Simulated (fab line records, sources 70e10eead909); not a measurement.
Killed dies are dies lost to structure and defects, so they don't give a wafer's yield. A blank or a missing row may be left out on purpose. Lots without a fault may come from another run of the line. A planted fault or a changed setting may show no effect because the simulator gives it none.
One fault seen from 2 desks | flow nand_harc | each desk has only its own numbers; what lay behind them comes last

THE METROLOGY DESK
What the gauges read, lot by lot, whatever tool the lot ran on: means of the sampled wafers that have a number. A lot is out of limits, marked OUT, if its mean lies more than 4 standard deviations from the usual mean; the brackets give that distance.
Columns: A = cd_nm at NHARC_A_SLIT_CD_MEAS_21, usual 289.5 nm
lot  | first seen here | A
L968 | day 20 16:11    | 289.8
L970 | day 20 20:01    | 288.9
L969 | day 20 23:51    | 289.5
L972 | day 22 03:58    | 291.0
L974 | day 22 13:29    | 289.7
L973 | day 22 13:53    | 288.5
L976 | day 22 22:44    | 290.2
L971 | day 23 01:34    | 289.3
L975 | day 23 05:19    | 290.0
L980 | day 24 06:34    | 289.5
L977 | day 24 12:24    | 290.1
L988 | day 29 02:55    | 290.3
L989 | day 29 12:50    | 289.6
L990 | day 29 14:08    | 289.4
This desk's finding: nothing out of limits on any of the 14 lots.

THE TOOL OWNER'S DESK: rie_metal-03
The tool's own readings at NHARC_A_WL_FILL_ETCHBACK_17 (etches the open film in Cl2/BCl3, target depth 4 nm, time 26.7 s): means of the sampled wafers that have a number, for each lot that ran on this tool. A lot is out of limits, marked OUT, if its mean lies more than 4 standard deviations from the usual mean; the brackets give that distance.
Columns: A = drypump_motor_current_A at NHARC_A_WL_FILL_ETCHBACK_17, usual 5.9 A; B = oes_product_au at NHARC_A_WL_FILL_ETCHBACK_17, usual 0.995 a.u.; C = run_length_s at NHARC_A_WL_FILL_ETCHBACK_17, usual 48.0 s
lot  | first seen here | A   | B     | C
L973 | day 23 10:54    | 6.2 | 0.991 | 47.6
L976 | day 23 17:52    | 6.3 | 0.993 | 47.8
L980 | day 25 00:43    | 6.1 | 0.998 | 47.5
L988 | day 29 21:30    | 6.1 | 0.984 | 41.3 (-14) OUT
L989 | day 30 09:47    | 6.1 | 0.996 | 44.7 (-6.9) OUT
This desk's finding: out of limits on L988, L989; first on L988, day 29 21:30 (run_length_s at NHARC_A_WL_FILL_ETCHBACK_17). In limits: L973, L976, L980.

PUT TOGETHER
The tool owner's desk could have raised an alarm at day 29 21:30, on L988, L989.
The metrology desk saw nothing out of limits.
The metrology desk has L988, L989 on record, within its limits.
Of the lots named, all ran NHARC_A_WL_FILL_ETCHBACK_17 on rie_metal-03.

WHAT THE SIMULATOR HAD PUT IN
Process parameter drift: rie_metal-03, from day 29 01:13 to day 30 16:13, at NHARC_A_WL_FILL_ETCHBACK_17. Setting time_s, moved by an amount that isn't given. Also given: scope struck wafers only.
Lots struck among those shown: L988, L989.
Hours from the fault's start to each desk's first reading out of limits: the tool owner's desk, 20.
